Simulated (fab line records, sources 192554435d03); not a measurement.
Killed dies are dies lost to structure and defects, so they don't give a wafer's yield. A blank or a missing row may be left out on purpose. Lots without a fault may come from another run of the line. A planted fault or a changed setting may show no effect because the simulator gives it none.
Chamber matching | flow n5_finfet | N5_BEOL_M10_ETCH_65 on rie_diel-01: 4 sister chambers
The step etches SiARC in CF4, target depth 39 nm, time 65 s. 4 wafers are shown with their chamber, then 9 later ones without.

WAFERS WITH THEIR CHAMBER
wafer  | chamber | drypump_motor_current_A (A)
L078.6 | 2       | 6.1
L088.2 | 1       | 5.9
L088.3 | 3       | 5.2
L088.5 | 0       | 5.2

WAFERS WITHOUT THEIR CHAMBER
wafer  | drypump_motor_current_A (A)
L092.1 | 5.2
L092.2 | 6.1
L092.4 | 5.1
L091.1 | 5.9
L091.3 | 5.1
L091.6 | 5.2
L095.1 | 5.9
L095.2 | 5.1
L095.4 | 5.3

WHICH CHAMBER EACH WENT THROUGH
wafer  | from the rows above     | in truth
L092.1 | can't be placed: 0 or 3 | 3
L092.2 | 2                       | 2
L092.4 | can't be placed: 0 or 3 | 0
L091.1 | 1                       | 1
L091.3 | can't be placed: 0 or 3 | 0
L091.6 | can't be placed: 0 or 3 | 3
L095.1 | 1                       | 1
L095.2 | can't be placed: 0 or 3 | 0
L095.4 | can't be placed: 0 or 3 | 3
Placed correctly: 3 of 9. Can't be placed from these rows: 6 (the true chamber is among the candidates in 6). Placed wrongly: 0.
How it was worked out, from the rows above alone: a wafer's distance from a chamber is the root of the sum, over the readings, of the square of ((its reading less the chamber's mean) divided by the reading's scatter). The wafer belongs to the nearest chamber; if the next one is less than 2 further off, it can't be placed. A chamber's mean is the mean of its shown wafers. The scatter: with one shown wafer a chamber, the root of the mean of the squares of how far each hidden wafer lies from its nearest shown one.
